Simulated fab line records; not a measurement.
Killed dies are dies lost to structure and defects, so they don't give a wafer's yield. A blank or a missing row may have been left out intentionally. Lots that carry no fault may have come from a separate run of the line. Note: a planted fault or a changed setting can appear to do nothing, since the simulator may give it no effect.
fab line records	flow nandHarc	part 1 of 2: steps 1 to 23 of 33
record lots=5	wafers=15	lastDay=32
route steps=1302 shown A_CHANNEL_HOLE_D2@601 A_CHANNEL_FILL_D2@610
lots with no fault: from the same line, run without faults
startH: hours from the record's first day to the start of the lot's first wafer shown	waitH: hours since the lot's step before	" repeats the value in the row above	L1.1+2: a row that stands for several wafers	- value missing, or start not given	* or withheld: withheld	< > ~ a bound
route shown NAME@n: NAME is a module with steps in the file, n the number in the route of the first one	usual: mean/standard deviation of fault-free wafers	same: alike in all rows	chamber/n: place in a boat	sites: per-site readings	_std_site: standard deviation of those values	_edge_site: the outer-site mean with the inner-site mean subtracted	radiusMm: how far each site lies from the wafer's centre	mask NAME#n: copy n	behind: the most recent tool/chamber to have shaped the wafer	hold: why the lot went on hold/how many hours it stayed there/how the hold came to an end	device: transistor that didn't switch, given as n, p or np	end of line: tests run on the same wafers once the route is complete	a step without rows: its recipe alone	killed: the dies lost at the first sort to structure and to defects; this is not the yield of the wafer	map: per-die view of a wafer (x killed, . not killed, _ where there is no die)
set.NAME: setting as actually run; set.NAME@STEP: the setting as run at that earlier step	model.NAME: the simulator's own value behind a step, which no gauge read
lots at selected steps of the route; one table per step, one row per wafer
services: from which hour (startH, from the record's first day; less than 0 if before it) a tool's chamber was out of use, for how many hours, and why
## steps
# step NHARC_A_CHANNEL_HOLE_D2_STRIP_42
# recipe cf4FlowSccm=100	chf3FlowSccm=30	arFlowSccm=0	biasW=0	chemistry=CF4/CHF3
lot.wafer	tool	chamber	startH	waitH
L084.1+2+6	rieDiel-01	3,0,3	400.36	0.1
L083.1+5+6	rieDiel-10	0,0,1	400.42	0.1
L089.1+2+5	rieDiel-06	2,3,3	439.38	0.1
L094.1+3+6	rieDiel-01	1,0,1	505.86	0.1
L096.3+1+6	rieDiel-06	1,2,0	520.70	0.1
# step NHARC_A_CHANNEL_HOLE_D2_STRIP_43
# recipe o2FlowSccm=400	cosFlowSccm=20	arFlowSccm=0	biasW=0	chemistry=O2/COS
lot.wafer	tool	chamber	startH	waitH
L084.1+2+6	rieDiel-01	1,2,0	400.43	0.1
L083.1+6+5	rieDiel-10	2,3,0	400.49	0.1
L089.1+2+5	rieDiel-06	3,0,3	439.44	0.1
L094.1+3+6	rieDiel-01	0,2,0	505.92	0.1
L096.1+3+6	rieDiel-06	2,0,2	520.76	0.1
# step NHARC_A_CHANNEL_HOLE_D2_ETCH_44
# recipe targetDepthA=1400	overetchA=140	timeS=77	ionEnergyEv=100	cf4FlowSccm=80	o2FlowSccm=20	arFlowSccm=0	rfW=300	biasW=100	chemistry=CF4/O2
# usual cf4FlowSccm=80.00/0.21	drypumpMotorCurrentA=5.6/0.44	oesProductAu=0.997/0.0088	rfVppV=197.4/1.3	showerheadPlenumPTorr=1.32/0.047	throttleValvePct=13.397/0.0089
lot.wafer	tool	chamber	startH	waitH	cf4FlowSccm	drypumpMotorCurrentA	oesProductAu	rfHoursCounterH	rfVppV	showerheadPlenumPTorr	throttleValvePct
L084.2	rieDiel-01	1	400.48	0.1	79.65	5.3	1.003	0.5	196.4	1.28	13.407
L084.1	"	2	"	"	79.86	6.0	0.995	0.5	200.5	1.40	13.385
L084.6	"	2	"	"	79.74	6.0	0.982	-	199.1	1.40	13.395
L083.1	rieDiel-10	1	400.55	0.1	79.45	5.5	1.004	9.4	201.5	1.40	13.410
L083.6	"	0	"	"	79.71	6.0	1.001	-	199.8	1.41	13.407
L083.5	"	1	"	"	79.42	5.4	1.019	-	199.2	1.40	13.404
L089.2	rieDiel-06	2	439.50	0.1	79.96	5.4	0.996	7.8	195.3	1.28	13.392
L089.1	"	0	"	"	79.74	4.7	0.995	6.9	196.3	1.29	13.400
L089.5	"	2	"	"	80.06	5.4	0.999	-	196.2	1.28	13.403
L094.1	rieDiel-01	3	506.00	0.1	80.18	6.2	0.991	6.9	199.3	1.37	13.405
L094.3	"	0	"	"	79.85	5.1	0.997	5.5	197.2	1.30	13.407
L094.6	"	2	"	"	79.99	6.0	0.996	-	198.6	1.40	13.391
L096.3	rieDiel-06	2	520.82	0.1	79.75	5.5	1.005	1.4	196.4	1.28	13.387
L096.1	"	1	"	"	79.69	5.7	0.995	1.4	196.8	1.27	13.400
L096.6	"	3	"	"	80.24	6.1	0.988	-	196.3	1.31	13.402
# step NHARC_A_CHANNEL_HOLE_D2_STRIP_28
# recipe o2FlowSccm=500	arFlowSccm=0	biasW=0	chemistry=O2
# usual drypumpMotorCurrentA=5.6/0.45	oesProductAu=0.998/0.01	rfVppV=57.7/0.85	showerheadPlenumPTorr=3.48/0.12	throttleValvePct=17.036/0.0086
lot.wafer	tool	chamber	startH	waitH	drypumpMotorCurrentA	oesProductAu	rfHoursCounterH	rfVppV	showerheadPlenumPTorr	throttleValvePct
L084.1	rieDiel-01	3	-	-	6.2	0.994	0.7	58.2	3.62	17.028
L084.2	"	0	"	"	5.2	0.984	0.7	57.9	3.45	17.026
L084.6	"	2	"	"	6.0	0.982	-	57.7	3.69	17.017
L083.1	rieDiel-10	1	-	-	5.5	1.014	9.5	57.2	3.69	17.045
L083.5	"	2	"	"	5.4	0.991	-	56.5	3.49	17.036
L083.6	"	3	"	"	5.6	0.998	-	57.0	3.35	17.038
L089.2	rieDiel-06	0	-	-	4.7	1.005	6.9	57.5	3.42	17.031
L089.1	"	3	"	"	6.2	1.004	8.1	59.8	3.47	17.018
L089.5	"	1	"	"	5.7	1.007	-	57.9	3.37	17.035
L094.1	rieDiel-01	0	-	-	5.2	1.000	5.5	58.2	3.44	17.033
L094.3	"	2	"	"	6.0	0.997	7.4	57.3	3.69	17.041
L094.6	"	0	"	"	5.2	1.006	-	58.2	3.44	17.029
L096.3	rieDiel-06	1	-	-	5.7	0.995	1.4	59.0	3.37	17.041
L096.1	"	2	"	"	5.5	1.005	1.4	59.1	3.39	17.052
L096.6	"	1	"	"	5.7	0.991	-	56.2	3.37	17.021
# step NHARC_A_CHANNEL_HOLE_D2_PRECLEAN_29
# recipe timeS=*	tempC=50	bathAgeMin=0	chemistry=SC1
lot.wafer	tool	chamber	startH	waitH
L084.2+1+6	wetBench-01	3,5,0	401.14	-
L083.1+5+6	wetBench-07	1,5,6	401.19	-
L089.5+2+1	wetBench-07	7,0,1	440.16	-
L094.1+6+3	wetBench-01	4,5,6	506.66	-
L096.6+1+3	wetBench-07	0,1,3	521.50	-
# step NHARC_A_CHANNEL_HOLE_D2_SRD_30
lot.wafer	tool	chamber	startH	waitH
L084.2+1+6	wetBench-01	3,5,0	-	-
L083.1+5+6	wetBench-07	1,5,6	-	-
L089.5+2+1	wetBench-07	7,0,1	-	-
L094.1+6+3	wetBench-01	4,5,6	-	-
L096.6+1+3	wetBench-07	0,1,3	521.55	0.0
# step NHARC_A_CHANNEL_HOLE_D2_CD_MEAS_31
# usual cdNm=90.4/1.2
lot.wafer	tool	chamber	startH	waitH	cdNm
L084.1	cdSem-01	-	401.28	-	89.9
L084.2	"	-	"	"	89.6
L084.6	"	-	"	"	90.1
L083.1	cdSem-03	-	401.33	-	90.1
L083.5	"	-	"	"	89.8
L083.6	"	-	"	"	91.7
L089.1	cdSem-01	-	440.29	-	91.4
L089.2	"	-	"	"	90.1
L089.5	"	-	"	"	88.8
L094.1	cdSem-03	-	506.79	-	90.4
L094.3	"	-	"	"	88.8
L094.6	"	-	"	"	90.7
L096.1	cdSem-03	-	521.66	0.1	91.0
L096.3	"	-	"	"	92.9
L096.6	"	-	"	"	91.0
# step NHARC_A_CHANNEL_HOLE_D2_XSEM_32
# recipe landingEnergyEv=35000
# usual botCdNm=75.0/1.3	bowNm=8.61/0.29	tiltDeg=0.09/0.04
# same landingEnergyEv=35000
lot.wafer	tool	chamber	startH	waitH	botCdNm	bowNm	tiltDeg
L084.1	xsem-01	0	401.36	0.1	73.5	8.80	0.05
L084.2	"	0	"	"	74.3	8.82	0.06
L084.6	"	0	"	"	74.4	8.77	0.05
L083.1	xsem-02	0	401.42	0.1	75.1	8.82	0.10
L083.5	"	0	"	"	75.3	8.95	0.10
L083.6	"	0	"	"	76.9	8.97	0.10
L089.1	xsem-01	0	440.37	0.1	75.7	8.69	0.15
L089.2	"	0	"	"	74.0	8.69	0.14
L089.5	"	0	"	"	72.9	8.70	0.14
L094.1	xsem-01	0	506.87	0.1	75.3	8.98	0.11
L094.3	"	0	"	"	74.2	8.94	0.11
L094.6	"	0	"	"	76.0	8.95	0.11
L096.1	xsem-02	0	521.75	0.1	75.9	8.70	0.06
L096.3	"	0	"	"	77.5	8.71	0.06
L096.6	"	0	"	"	76.2	8.70	0.06
# step NHARC_A_CHANNEL_HOLE_D2_INSPECT_40
# usual rawDefectCount=287/85
lot.wafer	tool	chamber	startH	waitH	rawDefectCount
L084.1	defectInspect-02	-	401.46	-	266
L084.2	"	-	"	"	379
L084.6	"	-	"	"	325
L083.1	defectInspect-01	-	401.52	-	346
L083.5	"	-	"	"	420
L083.6	"	-	"	"	635
L089.1	defectInspect-01	-	440.49	-	236
L089.2	"	-	"	"	199
L089.5	"	-	"	"	201
L094.1	defectInspect-01	-	506.97	-	349
L094.3	"	-	"	"	210
L094.6	"	-	"	"	172
L096.1	defectInspect-02	-	521.85	-	325
L096.3	"	-	"	"	181
L096.6	"	-	"	"	223
# step NHARC_A_CHANNEL_FILL_D2_PRECLEAN_00
# recipe timeS=*	tempC=50	bathAgeMin=0	chemistry=SC1
lot.wafer	tool	chamber	startH	waitH
L084.2+6+1	wetBench-09	5,7,1	401.51	0.0
L083.5+6+1	wetBench-04	4,5,7	401.57	0.0
L089.2+1+5	wetBench-09	3,6,7	440.54	0.1
L094.3+1+6	wetBench-04	5,7,0	507.03	0.1
L096.3+6+1	wetBench-04	3,6,7	521.90	0.0
# step NHARC_A_CHANNEL_FILL_D2_SRD_01
lot.wafer	tool	chamber	startH	waitH
L084.2+6+1	wetBench-09	5,7,1	-	-
L083.5+6+1	wetBench-04	4,5,7	-	-
L089.2+1+5	wetBench-09	3,6,7	-	-
L094.3+1+6	wetBench-04	5,7,0	-	-
L096.3+6+1	wetBench-04	3,6,7	-	-
# step NHARC_A_CHANNEL_FILL_D2_ALD_02
# recipe targetThkA=60	pulseTimeS=10	aldCycles=60	tempC=300	material=SiO2
# usual heaterPowerW=444/49	precursorPulseHeightRel=0.999/0.018
# same aldCycles=60
lot.wafer	tool	chamber	startH	waitH	heaterPowerW	precursorPulseHeightRel
L084.2	aldHk-02	0	402.29	-	433	0.984
L084.1	"	1	"	"	507	0.983
L084.6	"	1	"	"	506	0.981
L083.1	aldHk-04	0	402.40	-	424	0.988
L083.5	"	0	"	"	426	0.986
L083.6	"	1	"	"	415	0.999
L089.2	aldHk-02	0	444.17	-	440	1.005
L089.1	"	3	"	"	379	1.028
L089.5	"	0	"	"	429	0.999
L094.1	aldHk-01	1	507.75	-	520	0.987
L094.3	"	2	"	"	437	0.988
L094.6	"	1	"	"	519	1.017
L096.3	aldHk-02	2	522.11	-	420	0.995
L096.1	"	3	"	"	362	1.021
L096.6	"	2	"	"	426	0.999
# step NHARC_A_CHANNEL_FILL_D2_ALD_03
# recipe targetThkA=60	pulseTimeS=60	aldCycles=58	tempC=630	pressureTorr=2	material=SiNx
# usual precursorPulseHeightRel=1.001/0.019
# same aldCycles=58
lot.wafer	tool	chamber	startH	waitH	precursorPulseHeightRel
L083.1	aldSinBatch-01	0	-	-	0.971
L083.5	"	0	"	"	1.002
L083.6	"	0	"	"	1.006
L084.1	aldSinBatch-01	0	-	-	1.059
L084.2	"	0	"	"	0.978
L084.6	"	0	"	"	0.984
L089.1	aldSinBatch-01	0	-	-	0.988
L089.2	"	0	"	"	0.990
L089.5	"	0	"	"	0.979
L094.1	aldSinBatch-02	0	-	-	1.023
L094.3	"	0	"	"	1.038
L094.6	"	0	"	"	0.971
L096.1	aldSinBatch-02	0	-	-	0.970
L096.3	"	0	"	"	1.016
L096.6	"	0	"	"	0.985
# step NHARC_A_CHANNEL_FILL_D2_ALD_14
# recipe targetThkA=25	pulseTimeS=10	aldCycles=25	tempC=300	material=SiO2
# usual heaterPowerW=442/49	precursorPulseHeightRel=1.000/0.02
# same aldCycles=25
lot.wafer	tool	chamber	startH	waitH	heaterPowerW	precursorPulseHeightRel
L084.1	aldHk-01	0	409.44	0.1	457	1.001
L084.2	"	1	"	"	538	1.006
L084.6	"	2	"	"	445	0.995
L083.1	aldHk-01	2	409.66	0.3	450	0.990
L083.6	"	0	"	"	454	1.022
L083.5	"	1	"	"	535	0.974
L089.2	aldHk-01	2	451.21	0.0	440	1.026
L089.1	"	0	"	"	463	1.017
L089.5	"	3	"	"	422	1.018
L094.3	aldHk-01	0	514.34	0.1	450	0.987
L094.1	"	1	"	"	522	0.993
L094.6	"	0	"	"	455	1.030
L096.1	aldHk-04	0	529.10	0.1	415	0.977
L096.3	"	1	"	"	416	0.998
L096.6	"	2	"	"	382	1.006
# step NHARC_A_CHANNEL_FILL_D2_ALD_15
# recipe targetThkA=20	pulseTimeS=60	aldCycles=19	tempC=630	pressureTorr=2	material=SiNx
# usual precursorPulseHeightRel=1.000/0.019
# same aldCycles=19
lot.wafer	tool	chamber	startH	waitH	precursorPulseHeightRel
L083.1	aldSinBatch-01	0	-	-	1.012
L083.5	"	0	"	"	1.009
L083.6	"	0	"	"	0.999
L084.1	aldSinBatch-01	0	-	-	0.981
L084.2	"	0	"	"	0.980
L084.6	"	0	"	"	0.992
L089.1	aldSinBatch-01	0	-	-	1.021
L089.2	"	0	"	"	1.007
L089.5	"	0	"	"	1.000
L094.1	aldSinBatch-03	0	-	-	1.002
L094.3	"	0	"	"	1.003
L094.6	"	0	"	"	1.014
L096.1	aldSinBatch-03	0	-	-	1.040
L096.3	"	0	"	"	0.978
L096.6	"	0	"	"	0.997
# step NHARC_A_CHANNEL_FILL_D2_ALD_16
# recipe targetThkA=15	pulseTimeS=10	aldCycles=15	tempC=300	material=SiO2
# usual heaterPowerW=447/51	precursorPulseHeightRel=1.000/0.018
# same aldCycles=15
lot.wafer	tool	chamber	startH	waitH	heaterPowerW	precursorPulseHeightRel
L083.1	aldHk-02	2	414.54	0.0	416	0.969
L083.5	"	2	"	"	425	1.000
L083.6	"	3	"	"	362	0.986
L084.2	aldHk-04	0	414.55	0.0	419	1.006
L084.1	"	1	"	"	421	0.989
L084.6	"	0	"	"	422	0.972
L089.2	aldHk-01	3	456.42	0.0	417	1.045
L089.1	"	2	"	"	442	1.003
L089.5	"	0	"	"	464	1.023
L094.1	aldHk-02	0	519.54	0.1	441	0.993
L094.3	"	1	"	"	496	1.052
L094.6	"	3	"	"	370	0.990
L096.1	aldHk-01	3	534.27	0.1	399	1.009
L096.3	"	0	"	"	455	1.007
L096.6	"	1	"	"	518	1.013
# step NHARC_A_CHANNEL_FILL_D2_ANNEAL_17
# recipe tempC=850	timeS=1800
# usual spikeTcLowerC=851.2/0.97	zonePowerLowerPct=14.3/1.5
lot.wafer	tool	chamber	startH	waitH	spikeTcLowerC	zonePowerLowerPct
L083.1	furnace-03	0	418.11	-	849.8	15.5
L083.5	"	0	"	"	851.3	15.4
L083.6	"	0	"	"	851.7	15.8
L084.1	furnace-03	0	418.11	-	851.2	15.5
L084.2	"	0	"	"	850.9	15.2
L084.6	"	0	"	"	851.4	15.2
L089.1	furnace-08	0	459.79	-	851.7	12.8
L089.2	"	0	"	"	850.6	12.9
L089.5	"	0	"	"	850.5	12.6
L094.1	furnace-08	0	522.88	-	850.3	12.8
L094.3	"	0	"	"	852.1	13.1
L094.6	"	0	"	"	851.5	12.6
L096.1	furnace-08	0	537.59	-	851.3	12.9
L096.3	"	0	"	"	851.9	13.0
L096.6	"	0	"	"	851.3	12.8
# step NHARC_A_CHANNEL_FILL_D2_CVD_18
# recipe targetThkA=30	tempC=550	material=poly-Si
# usual spikeTcLowerC=550.7/1.5	zonePowerLowerPct=7.62/0.12
lot.wafer	tool	chamber	startH	waitH	spikeTcLowerC	zonePowerLowerPct
L083.1	lpcvdPoly-04	0	426.90	-	551.2	7.74
L083.5	"	0	"	"	550.7	7.81
L083.6	"	0	"	"	551.2	7.78
L084.1	lpcvdPoly-04	0	426.90	-	551.7	7.67
L084.2	"	0	"	"	550.4	7.69
L084.6	"	0	"	"	551.2	7.71
L089.1	lpcvdPoly-01	0	467.55	-	549.4	7.58
L089.2	"	0	"	"	547.1	7.54
L089.5	"	0	"	"	549.5	7.60
L094.1	lpcvdPoly-02	0	529.24	-	552.4	7.54
L094.3	"	0	"	"	553.4	7.62
L094.6	"	0	"	"	551.1	7.44
L096.1	lpcvdPoly-02	0	544.07	-	551.2	7.48
L096.3	"	0	"	"	553.9	7.47
L096.6	"	0	"	"	552.7	7.64
# step NHARC_A_CHANNEL_FILL_D2_ETCHBACK_19
# recipe targetDepthA=50	timeS=1.7	hbrFlowSccm=150	cl2FlowSccm=50	rfW=400	icpW=400	biasW=100	chemistry=HBr/Cl2
# usual drypumpMotorCurrentA=5.8/0.49	oesProductAu=0.999/0.014	throttleValvePct=26.407/0.0087
lot.wafer	tool	chamber	startH	waitH	drypumpMotorCurrentA	oesProductAu	rfHoursCounterH	throttleValvePct
L084.1	rieSi-05	0	428.96	0.4	6.0	1.014	0.6	26.403
L084.2	"	3	"	"	5.3	1.025	0.9	26.398
L084.6	"	1	"	"	5.4	1.000	-	26.412
L083.1	rieSi-01	2	429.00	0.4	4.9	0.999	0.2	26.401
L083.6	"	3	"	"	5.9	0.987	-	26.402
L083.5	"	0	"	"	5.9	0.980	-	26.421
L089.2	rieSi-01	3	469.61	0.4	5.9	0.993	0.5	26.418
L089.1	"	0	"	"	5.9	0.972	0.3	26.386
L089.5	"	3	"	"	5.9	0.998	-	26.409
L094.3	rieSi-05	1	531.28	0.4	5.4	1.006	0.3	26.416
L094.1	"	3	"	"	5.3	1.012	0.3	26.398
L094.6	"	2	"	"	5.9	0.990	-	26.404
L096.3	rieSi-04	0	546.15	0.4	6.4	0.994	0.1	26.402
L096.1	"	2	"	"	5.4	1.014	0.2	26.404
L096.6	"	3	"	"	6.0	1.009	-	26.398
# step NHARC_A_CHANNEL_FILL_D2_ETCHBACK_20
# recipe targetDepthA=270	timeS=13.5	c4f8FlowSccm=withheld	o2FlowSccm=8	arFlowSccm=withheld	rfW=600	biasW=1500	chemistry=C4F8/O2/Ar
# usual oesProductAu=0.989/0.021	rfVppV=978/5.1
lot.wafer	tool	chamber	startH	waitH	oesProductAu	rfHoursCounterH	rfVppV
L084.2	rieDiel-04	0	429.09	-	0.996	12	971
L084.1	"	2	"	"	0.998	13	981
L084.6	"	3	"	"	1.001	-	981
L083.1	rieDiel-08	0	429.10	-	0.964	2	983
L083.6	"	3	"	"	0.953	-	979
L083.5	"	0	"	"	0.963	-	983
L089.1	rieDiel-11	1	469.75	-	0.957	0	987
L089.2	"	2	"	"	0.935	0	976
L089.5	"	0	"	"	0.971	-	974
L094.1	rieDiel-11	1	531.43	-	0.995	2	986
L094.3	"	2	"	"	1.001	2	977
L094.6	"	3	"	"	0.993	-	973
L096.3	rieDiel-11	1	546.27	-	0.971	2	987
L096.1	"	3	"	"	0.989	3	974
L096.6	"	1	"	"	0.972	-	986
# step NHARC_A_CHANNEL_FILL_D2_STRIP_28
# recipe timeS=20	o2FlowSccm=500	arFlowSccm=0	biasW=0	chemistry=O2
# usual drypumpMotorCurrentA=5.7/0.45	oesProductAu=0.999/0.0093	rfVppV=57.7/0.91	showerheadPlenumPTorr=3.52/0.12	throttleValvePct=17.037/0.0096
lot.wafer	tool	chamber	startH	waitH	drypumpMotorCurrentA	oesProductAu	rfHoursCounterH	rfVppV	showerheadPlenumPTorr	throttleValvePct
L084.1	rieDiel-04	0	429.18	0.1	5.6	1.000	12	57.1	3.34	17.048
L084.2	"	1	"	"	5.6	1.006	11	58.3	3.45	17.027
L084.6	"	0	"	"	5.6	1.006	-	58.3	3.34	17.024
L083.1	rieDiel-08	3	429.18	0.1	6.2	0.977	2	58.4	3.56	17.024
L083.5	"	1	"	"	5.7	0.996	-	57.5	3.53	17.035
L083.6	"	2	"	"	5.1	0.983	-	56.7	3.34	17.051
L089.2	rieDiel-11	1	469.84	0.1	6.4	0.998	0	59.1	3.72	17.032
L089.1	"	0	"	"	5.4	0.999	1	57.1	3.41	17.042
L089.5	"	0	"	"	5.4	0.988	-	56.9	3.41	17.043
L094.1	rieDiel-11	0	531.50	0.1	5.5	0.992	2	57.9	3.41	17.023
L094.3	"	1	"	"	6.4	0.995	2	58.7	3.72	17.035
L094.6	"	0	"	"	5.5	0.998	-	58.9	3.41	17.056
L096.1	rieDiel-11	3	546.36	0.1	6.0	1.001	3	57.5	3.41	17.026
L096.3	"	1	"	"	6.4	0.993	2	58.5	3.72	17.047
L096.6	"	0	"	"	5.4	1.005	-	58.2	3.41	17.036
# step NHARC_A_CHANNEL_FILL_D2_PRECLEAN_21
# recipe timeS=30	chemistry=dHF
lot.wafer	tool	chamber	startH	waitH
L084.2+1+6	wetBench-04	4,7,0	429.28	-
L083.1+6+5	wetBench-09	4,5,6	429.29	-
L089.2+1+5	wetBench-06	0,2,4	469.95	-
L094.3+6+1	wetBench-06	4,5,7	531.60	-
L096.3+6+1	wetBench-09	4,5,6	546.46	-
# step NHARC_A_CHANNEL_FILL_D2_SRD_23
lot.wafer	tool	chamber	startH	waitH
L084.2+1+6	wetBench-04	4,7,0	429.30	0.0
L083.1+6+5	wetBench-09	4,5,6	429.31	0.0
L089.2+1+5	wetBench-06	0,2,4	469.97	0.0
L094.3+6+1	wetBench-06	4,5,7	531.62	0.0
L096.3+6+1	wetBench-09	4,5,6	546.48	0.0
